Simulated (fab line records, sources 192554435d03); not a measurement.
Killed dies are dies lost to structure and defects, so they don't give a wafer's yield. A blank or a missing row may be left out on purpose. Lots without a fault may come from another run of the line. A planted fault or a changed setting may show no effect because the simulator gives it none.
Split-lot experiment | flow n5_finfet | 7 lots, 39 wafers read, on a route of 1938 steps

THE SPLIT
At N5_DUMMY_GATE_EXPOSE_12 (exposes mask GATE, target cd 25 nm), the setting dose_mj was moved away from the recipe's 34 on 15 of the 39 wafers read, by -3.9% to +6.7%. The other wafers ran this setting at the recipe's value.

FROM THE SPLIT TO THE READING: what the file shows between them, 2 steps
- N5_DUMMY_GATE_PEB_13: peb time 60 s
- N5_DUMMY_GATE_DEVELOP_14: develop time 30 s

THE READING
cd_nm, in nm, at N5_DUMMY_GATE_CD_MEAS_15 (target cd 25.8 nm). Fault-free wafers of this fab line usually give 24.94 nm, standard deviation 0.21 nm.

wafer  | tool, chamber at the split | dose_mj as run | against the recipe | cd_nm, nm | against lot-mates on the recipe
L079.1 | euv_scanner-01, 0          | 34             | recipe             | 25.08     | -
L079.2 | euv_scanner-01, 0          | 34             | recipe             | 24.73     | -
L079.5 | euv_scanner-01, 0          | 34             | recipe             | 24.80     | -
L080.1 | euv_scanner-01, 0          | 34             | recipe             | 25.11     | -
L080.2 | euv_scanner-01, 0          | 34             | recipe             | 24.77     | -
L080.3 | euv_scanner-01, 0          | 34             | recipe             | 24.37     | -
L080.4 | euv_scanner-01, 0          | 34             | recipe             | 24.78     | -
L080.5 | euv_scanner-01, 0          | 34             | recipe             | 24.74     | -
L080.6 | euv_scanner-01, 0          | 34             | recipe             | 24.58     | -
L081.1 | euv_scanner-01, 0          | 34             | recipe             | 24.76     | -
L081.2 | euv_scanner-01, 0          | 34             | recipe             | 24.94     | -
L081.3 | euv_scanner-01, 0          | 32.67          | -3.9%              | 25.75     | +0.85
L081.4 | euv_scanner-01, 0          | 32.67          | -3.9%              | 25.77     | +0.87
L081.5 | euv_scanner-01, 0          | 32.67          | -3.9%              | 26.10     | +1.20
L081.6 | euv_scanner-01, 0          | 34             | recipe             | 24.99     | -
L084.1 | euv_scanner-02, 0          | 34             | recipe             | 24.56     | -
L084.2 | euv_scanner-02, 0          | 33.22          | -2.3%              | 25.18     | +0.39
L084.3 | euv_scanner-02, 0          | 34             | recipe             | 25.03     | -
L084.4 | euv_scanner-02, 0          | 34             | recipe             | 24.77     | -
L084.5 | euv_scanner-02, 0          | 33.22          | -2.3%              | 25.33     | +0.54
L084.6 | euv_scanner-02, 0          | 33.22          | -2.3%              | 25.25     | +0.46
L089.1 | euv_scanner-02, 0          | 34             | recipe             | 24.91     | -
L089.2 | euv_scanner-02, 0          | 36.28          | +6.7%              | 23.78     | -1.20
L089.3 | euv_scanner-02, 0          | 36.28          | +6.7%              | 23.95     | -1.03
L089.4 | euv_scanner-02, 0          | 34             | recipe             | 24.89     | -
L089.5 | euv_scanner-02, 0          | 36.28          | +6.7%              | 23.45     | -1.53
L089.6 | euv_scanner-02, 0          | 34             | recipe             | 25.14     | -
L090.1 | euv_scanner-01, 0          | 35.42          | +4.2%              | 24.23     | -0.63
L090.2 | euv_scanner-01, 0          | 35.42          | +4.2%              | 24.41     | -0.45
L090.3 | euv_scanner-01, 0          | 34             | recipe             | 25.13     | -
L090.4 | euv_scanner-01, 0          | 35.42          | +4.2%              | 24.31     | -0.55
L090.5 | euv_scanner-01, 0          | 34             | recipe             | 24.59     | -
L090.6 | euv_scanner-01, 0          | 34             | recipe             | 24.86     | -
L092.1 | euv_scanner-01, 0          | 35.18          | +3.5%              | 24.63     | -0.46
L092.2 | euv_scanner-01, 0          | 34             | recipe             | 25.32     | -
L092.3 | euv_scanner-01, 0          | 35.18          | +3.5%              | 24.51     | -0.58
L092.4 | euv_scanner-01, 0          | 34             | recipe             | 25.08     | -
L092.5 | euv_scanner-01, 0          | 35.18          | +3.5%              | 24.41     | -0.68
L092.6 | euv_scanner-01, 0          | 34             | recipe             | 24.87     | -

THE FIT
A straight line over all 39 wafers: cd_nm changes by -0.173 nm for each +1% of dose_mj; r = -0.90; the points scatter about the line by 0.22 nm.
The same after taking each lot's own level away (the mean of its wafers on the recipe; 39 wafers): -0.189 nm for each +1%; r = -0.94; scatter 0.19 nm.
On that fit, the largest move of dose_mj shifts the reading by 1.3 nm.
The lots' own levels span 24.725 to 25.090 nm, that is 1.7 times the standard deviation above.
So the lot-to-lot level changes the slope little: the two slopes agree.
Check: with one of the wafers moved furthest among these (+6.7%) left out of the fit, the line predicts -1.22 nm for it against its lot-mates. It came out at -1.2 nm against them.

THE FILE'S OWN FIT
cd_nm changes by -0.184 nm for each +1% of dose_mj, r = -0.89.
